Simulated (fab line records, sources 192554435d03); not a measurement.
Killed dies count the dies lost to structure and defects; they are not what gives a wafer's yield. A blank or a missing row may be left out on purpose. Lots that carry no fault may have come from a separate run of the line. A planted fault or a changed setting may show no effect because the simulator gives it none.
Chamber matching	flow n5-finfet	N5_BEOL_M1_ETCH_64 on rie-diel-04 has 4 sister chambers
The step etches SOC in N2/H2, target depth 75 nm, overetch 15 nm, time 112.5 s. 8 wafers are shown with their chamber, then 12 later ones without.

WAFERS PAIRED WITH THEIR CHAMBERS
wafer	chamber	showerhead-plenum-p-Torr (Torr)	drypump-motor-current-A (A)
L083.3	0	2.54	6.4
L084.4	0	2.54	6.4
L087.2	2	2.47	5.2
L088.4	3	2.66	5.6
L088.6	1	2.47	6.4
L090.1	1	2.47	6.5
L090.2	2	2.46	5.2
L090.3	3	2.66	5.6

WAFERS WITHOUT THEIR CHAMBER
wafer	showerhead-plenum-p-Torr (Torr)	drypump-motor-current-A (A)
L091.1	2.53	6.4
L091.5	2.53	6.4
L091.6	2.66	5.6
L093.1	2.46	5.1
L093.2	2.53	6.4
L093.5	2.46	5.1
L096.2	2.46	5.1
L096.3	2.53	6.4
L096.6	2.46	5.2
L097.3	2.53	6.4
L097.5	2.46	6.5
L097.6	2.53	6.4

CHAMBER TAKEN BY EACH
wafer	from the rows above	in truth
L091.1	0	0
L091.5	0	0
L091.6	3	3
L093.1	2	2
L093.2	0	0
L093.5	2	2
L096.2	2	2
L096.3	0	0
L096.6	2	2
L097.3	0	0
L097.5	1	1
L097.6	0	0
12 of 12 placed correctly. Left unplaced by these rows: 0. 0 placed wrongly.
How it was worked out, from the rows above alone: a wafer's distance from a chamber is the root of the sum, over the readings, of the square of ((its reading less the chamber's mean) divided by the reading's scatter). If the next closest chamber is less than 2 further off than the closest, the wafer can't be placed; otherwise it belongs to the closest. The mean given for a chamber averages the wafers shown for that chamber. The scatter: the root of (the sum of the squares of (reading less its chamber's mean) over the shown wafers, divided by (wafers less chambers)).
